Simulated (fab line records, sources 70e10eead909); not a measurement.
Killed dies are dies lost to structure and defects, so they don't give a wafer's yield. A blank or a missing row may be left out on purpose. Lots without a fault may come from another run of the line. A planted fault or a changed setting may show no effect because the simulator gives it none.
Chamber matching | flow nand_harc | NHARC_A_STAIRCASE_DEP_151 on pecvd-02: 3 sister chambers
The step deposits SiO2, target thk 3800 nm. 18 wafers are shown with their chamber, then 9 later ones without.

WAFERS WITH THEIR CHAMBER
wafer  | chamber | heater_power_w (W)
L074.1 | 2       | 639
L074.2 | 0       | 673
L074.6 | 1       | 616
L075.2 | 0       | 685
L075.4 | 0       | 559
L075.5 | 1       | 618
L077.2 | 2       | 676
L077.4 | 0       | 564
L077.6 | 2       | 547
L081.2 | 2       | 619
L081.4 | 1       | 616
L081.5 | 0       | 571
L086.1 | 1       | 736
L086.2 | 2       | 606
L086.4 | 1       | 653
L088.1 | 1       | 706
L088.3 | 2       | 633
L088.4 | 2       | 541

SIGNATURES (means of the wafers above)
reading        | chamber 0 | chamber 1 | chamber 2 | scatter within a chamber
heater_power_w | 610.40    | 657.50    | 608.71    | 54.1
Rule: a wafer's distance from a chamber is the root of the sum, over the readings, of the square of ((its reading less the chamber's mean) divided by the reading's scatter). The wafer belongs to the nearest chamber; if the next one is less than 2 further off, it can't be placed. The scatter: the root of (the sum of the squares of (reading less its chamber's mean) over the shown wafers, divided by (wafers less chambers)).

WAFERS WITHOUT THEIR CHAMBER
wafer  | heater_power_w (W)
L091.1 | 736
L091.3 | 586
L091.5 | 525
L092.2 | 795
L092.4 | 645
L092.5 | 550
L094.1 | 605
L094.3 | 805
L094.5 | 544

WHICH CHAMBER EACH WENT THROUGH
wafer  | from the rows above          | in truth
L091.1 | can't be placed: 1 or 0 or 2 | 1
L091.3 | can't be placed: 2 or 0 or 1 | 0
L091.5 | can't be placed: 2 or 0 or 1 | 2
L092.2 | can't be placed: 1 or 0 or 2 | 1
L092.4 | can't be placed: 1 or 0 or 2 | 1
L092.5 | can't be placed: 2 or 0 or 1 | 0
L094.1 | can't be placed: 2 or 0 or 1 | 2
L094.3 | can't be placed: 1 or 0 or 2 | 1
L094.5 | can't be placed: 2 or 0 or 1 | 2
Placed correctly: 0 of 9. Can't be placed from these rows: 9 (the true chamber is among the candidates in 9). Placed wrongly: 0.
